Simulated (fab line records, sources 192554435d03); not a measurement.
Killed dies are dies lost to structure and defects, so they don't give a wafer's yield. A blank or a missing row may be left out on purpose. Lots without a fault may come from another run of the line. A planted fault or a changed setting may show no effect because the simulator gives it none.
Chamber matching | flow n5_finfet | N5_BEOL_M9_CURE_72 on uv_cure-03: 3 sister chambers
The step cures SiCOH lowk, time 120 s. 18 wafers are shown with their chamber, then 9 later ones without.

WAFERS WITH THEIR CHAMBER
wafer  | chamber | wafer_temp_C_max | lamp_power_pct (%)
L075.3 | 2       | 373.4            | 52.25
L075.4 | 2       | 372.3            | 52.29
L075.6 | 2       | 372.6            | 52.31
L077.1 | 0       | 372.0            | 52.37
L077.2 | 0       | 371.8            | 52.26
L077.5 | 0       | 372.0            | 52.19
L076.1 | 1       | 371.7            | 52.27
L076.5 | 1       | 372.7            | 52.21
L076.6 | 1       | 372.0            | 52.26
L082.1 | 0       | 372.2            | 52.28
L082.2 | 0       | 371.7            | 52.30
L082.5 | 0       | 372.3            | 52.39
L084.2 | 0       | 371.6            | 52.30
L084.4 | 0       | 371.9            | 52.37
L084.6 | 0       | 372.1            | 52.38
L086.1 | 0       | 371.9            | 52.28
L086.2 | 0       | 371.9            | 52.40
L086.4 | 0       | 371.8            | 52.23

SIGNATURES (means of the wafers above)
reading          | chamber 0 | chamber 1 | chamber 2 | scatter within a chamber
wafer_temp_C_max | 371.933   | 372.133   | 372.767   | 0.329
lamp_power_pct   | 52.3125   | 52.2467   | 52.2833   | 0.061
Rule: a wafer's distance from a chamber is the root of the sum, over the readings, of the square of ((its reading less the chamber's mean) divided by the reading's scatter). The wafer belongs to the nearest chamber; if the next one is less than 2 further off, it can't be placed. The scatter: the root of (the sum of the squares of (reading less its chamber's mean) over the shown wafers, divided by (wafers less chambers)).

WAFERS WITHOUT THEIR CHAMBER
wafer  | wafer_temp_C_max | lamp_power_pct (%)
L087.4 | 371.6            | 52.34
L087.5 | 372.4            | 52.30
L087.6 | 372.3            | 52.41
L089.1 | 371.5            | 52.34
L089.3 | 371.6            | 52.35
L089.5 | 371.7            | 52.40
L096.3 | 372.8            | 52.29
L096.5 | 371.9            | 52.35
L096.6 | 372.5            | 52.27

WHICH CHAMBER EACH WENT THROUGH
wafer  | from the rows above          | in truth
L087.4 | can't be placed: 0 or 1      | 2
L087.5 | can't be placed: 2 or 1 or 0 | 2
L087.6 | can't be placed: 0 or 2 or 1 | 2
L089.1 | can't be placed: 0 or 1      | 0
L089.3 | can't be placed: 0 or 1      | 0
L089.5 | can't be placed: 0 or 1      | 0
L096.3 | 2                            | 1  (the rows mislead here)
L096.5 | can't be placed: 0 or 1      | 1
L096.6 | can't be placed: 2 or 1 or 0 | 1
Placed correctly: 0 of 9. Can't be placed from these rows: 8 (the true chamber is among the candidates in 7). Placed wrongly: 1.
